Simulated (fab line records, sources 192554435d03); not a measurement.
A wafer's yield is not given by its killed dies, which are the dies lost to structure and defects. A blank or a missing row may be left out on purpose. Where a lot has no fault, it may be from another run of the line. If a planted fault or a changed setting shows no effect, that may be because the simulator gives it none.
Which tool did it? / flow n5Finfet / 24 lots, 72 wafers sampled, at 4 steps of a route of 1938

== WHAT THE GAUGES SHOWED, per wafer ==
N5_FIN_SAQP_CD_MEAS_37 targets a cd of 8 nm.
lot=L074; measured=day 2 02:37; on=cdSem-01; cdNm (nm)=7.75 8.12 8.70
lot=L075; measured=day 2 13:41; on=cdSem-03; cdNm (nm)=8.52 7.83 7.87
lot=L076; measured=day 2 14:38; on=cdSem-02; cdNm (nm)=8.10 7.88 8.14
lot=L077; measured=day 2 22:34; on=cdSem-01; cdNm (nm)=8.27 7.78 7.59
lot=L078; measured=day 3 03:33; on=cdSem-02; cdNm (nm)=8.25 8.03 8.11
lot=L079; measured=day 3 07:49; on=cdSem-01; cdNm (nm)=8.23 8.25 8.02
lot=L080; measured=day 3 14:17; on=cdSem-03; cdNm (nm)=8.16 8.52 7.96
lot=L081; measured=day 3 19:59; on=cdSem-02; cdNm (nm)=8.46 8.29 8.34
lot=L082; measured=day 4 01:31; on=cdSem-03; cdNm (nm)=7.93 8.19 8.00
lot=L083; measured=day 4 08:33; on=cdSem-02; cdNm (nm)=8.01 8.31 8.01
lot=L084; measured=day 4 14:26; on=cdSem-03; cdNm (nm)=7.88 8.18 8.33
lot=L085; measured=day 4 20:40; on=cdSem-03; cdNm (nm)=8.41 8.32 8.54
lot=L086; measured=day 5 07:17; on=cdSem-02; cdNm (nm)=8.05 8.17 8.46
lot=L087; measured=day 5 11:08; on=cdSem-02; cdNm (nm)=8.25 8.34 7.82
lot=L088; measured=day 5 15:37; on=cdSem-02; cdNm (nm)=8.21 8.19 8.70
lot=L089; measured=day 5 23:19; on=cdSem-01; cdNm (nm)=8.39 8.24 8.48
lot=L090; measured=day 6 01:45; on=cdSem-03; cdNm (nm)=8.50 8.28 8.09
lot=L091; measured=day 6 08:02; on=cdSem-03; cdNm (nm)=7.89 7.72 8.32
lot=L092; measured=day 6 15:50; on=cdSem-03; cdNm (nm)=8.02 8.71 8.36
lot=L093; measured=day 6 20:23; on=cdSem-01; cdNm (nm)=8.04 8.46 8.45
lot=L094; measured=day 7 02:50; on=cdSem-02; cdNm (nm)=8.78 7.73 7.99
lot=L095; measured=day 7 08:20; on=cdSem-03; cdNm (nm)=8.38 8.07 8.35
lot=L096; measured=day 7 13:50; on=cdSem-02; cdNm (nm)=8.48 8.31 8.05
lot=L097; measured=day 7 23:06; on=cdSem-03; cdNm (nm)=8.29 8.19 8.16

N5_DUMMY_GATE_OVL_MEAS_16.
lot=L074; measured=day 3 02:23; on=overlay-01; GATE_OVL (nm)=-0.4 -0.6 -0.5
lot=L075; measured=day 3 16:04; on=overlay-02; GATE_OVL (nm)=-0.4 -0.8 -0.1
lot=L076; measured=day 3 12:14; on=overlay-02; GATE_OVL (nm)=-0.1 -0.1 -0.5
lot=L077; measured=day 3 22:08; on=overlay-01; GATE_OVL (nm)=-0.8 -1.1 0.1
lot=L078; measured=day 4 02:04; on=overlay-02; GATE_OVL (nm)=-0.5 -0.1 0.0
lot=L079; measured=day 4 03:36; on=overlay-02; GATE_OVL (nm)=0.6 -0.7 0.4
lot=L080; measured=day 4 10:05; on=overlay-02; GATE_OVL (nm)=-0.6 0.0 0.5
lot=L081; measured=day 4 14:53; on=overlay-02; GATE_OVL (nm)=0.1 0.7 0.0
lot=L082; measured=day 4 20:49; on=overlay-01; GATE_OVL (nm)=-0.6 -0.8 -0.9
lot=L083; measured=day 5 04:23; on=overlay-02; GATE_OVL (nm)=0.1 -0.8 0.3
lot=L084; measured=day 5 09:23; on=overlay-01; GATE_OVL (nm)=-1.0 -0.8 0.0
lot=L085; measured=day 5 19:54; on=overlay-02; GATE_OVL (nm)=0.9 0.5 1.0
lot=L086; measured=day 6 07:46; on=overlay-01; GATE_OVL (nm)=-0.7 -0.1 -0.2
lot=L087; measured=day 6 10:41; on=overlay-02; GATE_OVL (nm)=0.1 -1.4 -0.3
lot=L088; measured=day 6 11:50; on=overlay-01; GATE_OVL (nm)=-3.0 -1.7 -1.4
lot=L089; measured=day 6 19:35; on=overlay-01; GATE_OVL (nm)=-0.5 -1.6 -0.5
lot=L090; measured=day 6 21:32; on=overlay-01; GATE_OVL (nm)=0.8 0.2 0.4
lot=L091; measured=day 7 07:18; on=overlay-01; GATE_OVL (nm)=-0.2 0.2 -0.6
lot=L092; measured=day 7 11:25; on=overlay-01; GATE_OVL (nm)=-1.0 -1.3 -0.8
lot=L093; measured=day 7 15:23; on=overlay-01; GATE_OVL (nm)=0.1 -0.1 0.0
lot=L094; measured=day 7 21:54; on=overlay-02; GATE_OVL (nm)=-0.6 -1.2 -1.6
lot=L095; measured=day 8 04:26; on=overlay-02; GATE_OVL (nm)=-0.6 -1.3 -1.2
lot=L096; measured=day 8 09:45; on=overlay-01; GATE_OVL (nm)=-0.3 -0.1 -0.2
lot=L097; measured=day 8 18:31; on=overlay-02; GATE_OVL (nm)=-0.4 -0.3 -0.4

== EACH LOT AND THE TOOL THAT RAN IT (in order: tool; ch and the chambers of the sampled wafers; start) ==
lot=L074; N5_FIN_SAQP_SPACER2_ALD_28=aldSin-02 ch 1,2, day 2 01:38; N5_STI_FIN_REVEAL_ETCH_34=rieSi-01 ch 1,2, day 2 12:37
lot=L075; N5_FIN_SAQP_SPACER2_ALD_28=aldSin-03 ch 0,1,3, day 2 12:43; N5_STI_FIN_REVEAL_ETCH_34=rieSi-01 ch 0,1,2, day 3 00:19
lot=L076; N5_FIN_SAQP_SPACER2_ALD_28=aldSin-03 ch 0,2, day 2 13:40; N5_STI_FIN_REVEAL_ETCH_34=rieSi-01 ch 0,1,3, day 3 01:13
lot=L077; N5_FIN_SAQP_SPACER2_ALD_28=aldSin-01 ch 1,2, day 2 21:28; N5_STI_FIN_REVEAL_ETCH_34=rieSi-04 ch 1,2, day 3 08:46
lot=L078; N5_FIN_SAQP_SPACER2_ALD_28=aldSin-03 ch 0,2,3, day 3 02:34; N5_STI_FIN_REVEAL_ETCH_34=rieSi-01 ch 1,2, day 3 13:02
lot=L079; N5_FIN_SAQP_SPACER2_ALD_28=aldSin-02 ch 1,3, day 3 06:49; N5_STI_FIN_REVEAL_ETCH_34=rieSi-06 ch 1,3, day 3 18:04
lot=L080; N5_FIN_SAQP_SPACER2_ALD_28=aldSin-02 ch 2,3, day 3 13:19; N5_STI_FIN_REVEAL_ETCH_34=rieSi-06 ch 0,3, day 3 23:59
lot=L081; N5_FIN_SAQP_SPACER2_ALD_28=aldSin-03 ch 0,2, day 3 18:50; N5_STI_FIN_REVEAL_ETCH_34=rieSi-01 ch 0,2,3, day 4 05:31
lot=L082; N5_FIN_SAQP_SPACER2_ALD_28=aldSin-03 ch 0,1,2, day 4 00:29; N5_STI_FIN_REVEAL_ETCH_34=rieSi-01 ch 0,2,3, day 4 11:36
lot=L083; N5_FIN_SAQP_SPACER2_ALD_28=aldSin-02 ch 0,2,3, day 4 07:29; N5_STI_FIN_REVEAL_ETCH_34=rieSi-01 ch 2,3, day 4 18:43
lot=L084; N5_FIN_SAQP_SPACER2_ALD_28=aldSin-01 ch 0,1,3, day 4 13:07; N5_STI_FIN_REVEAL_ETCH_34=rieSi-01 ch 0,1, day 5 00:01
lot=L085; N5_FIN_SAQP_SPACER2_ALD_28=aldSin-01 ch 1,3, day 4 19:34; N5_STI_FIN_REVEAL_ETCH_34=rieSi-06 ch 1,3, day 5 07:31
lot=L086; N5_FIN_SAQP_SPACER2_ALD_28=aldSin-02 ch 1,3, day 5 05:47; N5_STI_FIN_REVEAL_ETCH_34=rieSi-06 ch 0,1,2, day 5 16:59
lot=L087; N5_FIN_SAQP_SPACER2_ALD_28=aldSin-03 ch 0,1,2, day 5 10:01; N5_STI_FIN_REVEAL_ETCH_34=rieSi-06 ch 1,2, day 5 20:46
lot=L088; N5_FIN_SAQP_SPACER2_ALD_28=aldSin-03 ch 1,2,3, day 5 14:38; N5_STI_FIN_REVEAL_ETCH_34=rieSi-06 ch 2,3, day 6 01:24
lot=L089; N5_FIN_SAQP_SPACER2_ALD_28=aldSin-01 ch 0,1,2, day 5 22:04; N5_STI_FIN_REVEAL_ETCH_34=rieSi-01 ch 1,2,3, day 6 09:13
lot=L090; N5_FIN_SAQP_SPACER2_ALD_28=aldSin-02 ch 1,3, day 6 00:46; N5_STI_FIN_REVEAL_ETCH_34=rieSi-01 ch 1,2,3, day 6 12:08
lot=L091; N5_FIN_SAQP_SPACER2_ALD_28=aldSin-02 ch 1,2, day 6 07:02; N5_STI_FIN_REVEAL_ETCH_34=rieSi-06 ch 0,2,3, day 6 18:15
lot=L092; N5_FIN_SAQP_SPACER2_ALD_28=aldSin-02 ch 0,2,3, day 6 14:52; N5_STI_FIN_REVEAL_ETCH_34=rieSi-04 ch 1,2, day 7 02:05
lot=L093; N5_FIN_SAQP_SPACER2_ALD_28=aldSin-02 ch 0,1,2, day 6 19:20; N5_STI_FIN_REVEAL_ETCH_34=rieSi-06 ch 0,1,2, day 7 06:03
lot=L094; N5_FIN_SAQP_SPACER2_ALD_28=aldSin-02 ch 1,2,3, day 7 01:43; N5_STI_FIN_REVEAL_ETCH_34=rieSi-01 ch 0,1,3, day 7 12:41
lot=L095; N5_FIN_SAQP_SPACER2_ALD_28=aldSin-03 ch 0,1,3, day 7 07:22; N5_STI_FIN_REVEAL_ETCH_34=rieSi-06 ch 1,2,3, day 7 18:36
lot=L096; N5_FIN_SAQP_SPACER2_ALD_28=aldSin-02 ch 0,1,3, day 7 12:52; N5_STI_FIN_REVEAL_ETCH_34=rieSi-06 ch 0,2,3, day 7 23:34
lot=L097; N5_FIN_SAQP_SPACER2_ALD_28=aldSin-03 ch 0,3, day 7 22:07; N5_STI_FIN_REVEAL_ETCH_34=rieSi-06 ch 0,2,3, day 8 08:44
- N5_FIN_SAQP_SPACER2_ALD_28: deposits SiO2, target thk 8.1 nm, pulse time 1 s, purge time 2 s.
- N5_STI_FIN_REVEAL_ETCH_34: etches Si in H2, material Si, target depth 0.97 nm.

== WHAT THE TOOLS THEMSELVES READ (means of the sampled wafers that have a number; where no wafer has one, the mark that the record gives instead) ==
N5_FIN_SAQP_SPACER2_ALD_28.
lot=L074; tool=aldSin-02; heaterPowerW (W)=470; precursorPulseHeightRel=1.007
lot=L075; tool=aldSin-03; heaterPowerW (W)=489; precursorPulseHeightRel=1.005
lot=L076; tool=aldSin-03; heaterPowerW (W)=437; precursorPulseHeightRel=1.004
lot=L077; tool=aldSin-01; heaterPowerW (W)=439; precursorPulseHeightRel=1.016
lot=L078; tool=aldSin-03; heaterPowerW (W)=457; precursorPulseHeightRel=1.006
lot=L079; tool=aldSin-02; heaterPowerW (W)=494; precursorPulseHeightRel=0.989
lot=L080; tool=aldSin-02; heaterPowerW (W)=489; precursorPulseHeightRel=0.992
lot=L081; tool=aldSin-03; heaterPowerW (W)=431; precursorPulseHeightRel=0.986
lot=L082; tool=aldSin-03; heaterPowerW (W)=463; precursorPulseHeightRel=0.999
lot=L083; tool=aldSin-02; heaterPowerW (W)=510; precursorPulseHeightRel=1.003
lot=L084; tool=aldSin-01; heaterPowerW (W)=470; precursorPulseHeightRel=1.000
lot=L085; tool=aldSin-01; heaterPowerW (W)=490; precursorPulseHeightRel=0.984
lot=L086; tool=aldSin-02; heaterPowerW (W)=480; precursorPulseHeightRel=0.994
lot=L087; tool=aldSin-03; heaterPowerW (W)=442; precursorPulseHeightRel=0.999
lot=L088; tool=aldSin-03; heaterPowerW (W)=439; precursorPulseHeightRel=1.006
lot=L089; tool=aldSin-01; heaterPowerW (W)=464; precursorPulseHeightRel=0.995
lot=L090; tool=aldSin-02; heaterPowerW (W)=496; precursorPulseHeightRel=0.972
lot=L091; tool=aldSin-02; heaterPowerW (W)=474; precursorPulseHeightRel=1.017
lot=L092; tool=aldSin-02; heaterPowerW (W)=513; precursorPulseHeightRel=1.009
lot=L093; tool=aldSin-02; heaterPowerW (W)=495; precursorPulseHeightRel=1.009
lot=L094; tool=aldSin-02; heaterPowerW (W)=485; precursorPulseHeightRel=0.985
lot=L095; tool=aldSin-03; heaterPowerW (W)=463; precursorPulseHeightRel=0.991
lot=L096; tool=aldSin-02; heaterPowerW (W)=497; precursorPulseHeightRel=1.000
lot=L097; tool=aldSin-03; heaterPowerW (W)=475; precursorPulseHeightRel=0.988

N5_STI_FIN_REVEAL_ETCH_34.
lot=L074; tool=rieSi-01; drypumpMotorCurrentA (A)=5.87; oesProductAu (a.u.)=1.008; throttleValvePct (%)=25.82
lot=L075; tool=rieSi-01; drypumpMotorCurrentA (A)=5.72; oesProductAu (a.u.)=1.011; throttleValvePct (%)=25.90
lot=L076; tool=rieSi-01; drypumpMotorCurrentA (A)=5.66; oesProductAu (a.u.)=0.998; throttleValvePct (%)=25.99
lot=L077; tool=rieSi-04; drypumpMotorCurrentA (A)=6.06; oesProductAu (a.u.)=0.979; throttleValvePct (%)=25.49
lot=L078; tool=rieSi-01; drypumpMotorCurrentA (A)=5.79; oesProductAu (a.u.)=1.005; throttleValvePct (%)=25.97
lot=L079; tool=rieSi-06; drypumpMotorCurrentA (A)=5.53; oesProductAu (a.u.)=1.006; throttleValvePct (%)=25.41
lot=L080; tool=rieSi-06; drypumpMotorCurrentA (A)=5.77; oesProductAu (a.u.)=1.016; throttleValvePct (%)=25.74
lot=L081; tool=rieSi-01; drypumpMotorCurrentA (A)=5.72; oesProductAu (a.u.)=1.010; throttleValvePct (%)=25.86
lot=L082; tool=rieSi-01; drypumpMotorCurrentA (A)=5.71; oesProductAu (a.u.)=1.013; throttleValvePct (%)=25.85
lot=L083; tool=rieSi-01; drypumpMotorCurrentA (A)=5.71; oesProductAu (a.u.)=1.004; throttleValvePct (%)=25.83
lot=L084; tool=rieSi-01; drypumpMotorCurrentA (A)=5.71; oesProductAu (a.u.)=0.995; throttleValvePct (%)=26.06
lot=L085; tool=rieSi-06; drypumpMotorCurrentA (A)=5.69; oesProductAu (a.u.)=1.017; throttleValvePct (%)=25.53
lot=L086; tool=rieSi-06; drypumpMotorCurrentA (A)=5.68; oesProductAu (a.u.)=1.009; throttleValvePct (%)=25.51
lot=L087; tool=rieSi-06; drypumpMotorCurrentA (A)=5.63; oesProductAu (a.u.)=1.001; throttleValvePct (%)=25.29
lot=L088; tool=rieSi-06; drypumpMotorCurrentA (A)=5.93; oesProductAu (a.u.)=1.005; throttleValvePct (%)=25.53
lot=L089; tool=rieSi-01; drypumpMotorCurrentA (A)=5.76; oesProductAu (a.u.)=1.008; throttleValvePct (%)=25.91
lot=L090; tool=rieSi-01; drypumpMotorCurrentA (A)=5.74; oesProductAu (a.u.)=1.011; throttleValvePct (%)=25.91
lot=L091; tool=rieSi-06; drypumpMotorCurrentA (A)=5.84; oesProductAu (a.u.)=1.004; throttleValvePct (%)=25.62
lot=L092; tool=rieSi-04; drypumpMotorCurrentA (A)=6.07; oesProductAu (a.u.)=0.991; throttleValvePct (%)=25.49
lot=L093; tool=rieSi-06; drypumpMotorCurrentA (A)=5.69; oesProductAu (a.u.)=0.999; throttleValvePct (%)=25.49
lot=L094; tool=rieSi-01; drypumpMotorCurrentA (A)=5.64; oesProductAu (a.u.)=1.009; throttleValvePct (%)=26.00
lot=L095; tool=rieSi-06; drypumpMotorCurrentA (A)=5.77; oesProductAu (a.u.)=1.001; throttleValvePct (%)=25.41
lot=L096; tool=rieSi-06; drypumpMotorCurrentA (A)=5.83; oesProductAu (a.u.)=1.007; throttleValvePct (%)=25.62
lot=L097; tool=rieSi-06; drypumpMotorCurrentA (A)=5.83; oesProductAu (a.u.)=1.006; throttleValvePct (%)=25.62

== THE ANSWER, worked out from the rows above alone ==
Rule: usual is defined by the lots themselves. The widest of any qualifying gaps counts: lots, ordered by their means at a reading, are off when they make up no more than a third of the lots, leave a main group of 4 or more, and stand apart from it by 3 or more times the standard deviation of that group's means. The tables above print the reading to a certain number of digits; a main group whose means all agree to those digits is not used. A lot without any number at a reading at which 4 lots or more have one is off too. Any other lot the step has rows for is counted as sound. After the gauges, taken in route order, come the tools' own readings; for these a lot's mean is taken, as printed above. The first step at which some lot is off is used, and at that step the reading that is off furthest; a lot without a number counts as furthest.
Nothing can be told from this: no lot is off at any reading shown.

== WHAT WAS PUT IN BY THE SIMULATOR ==
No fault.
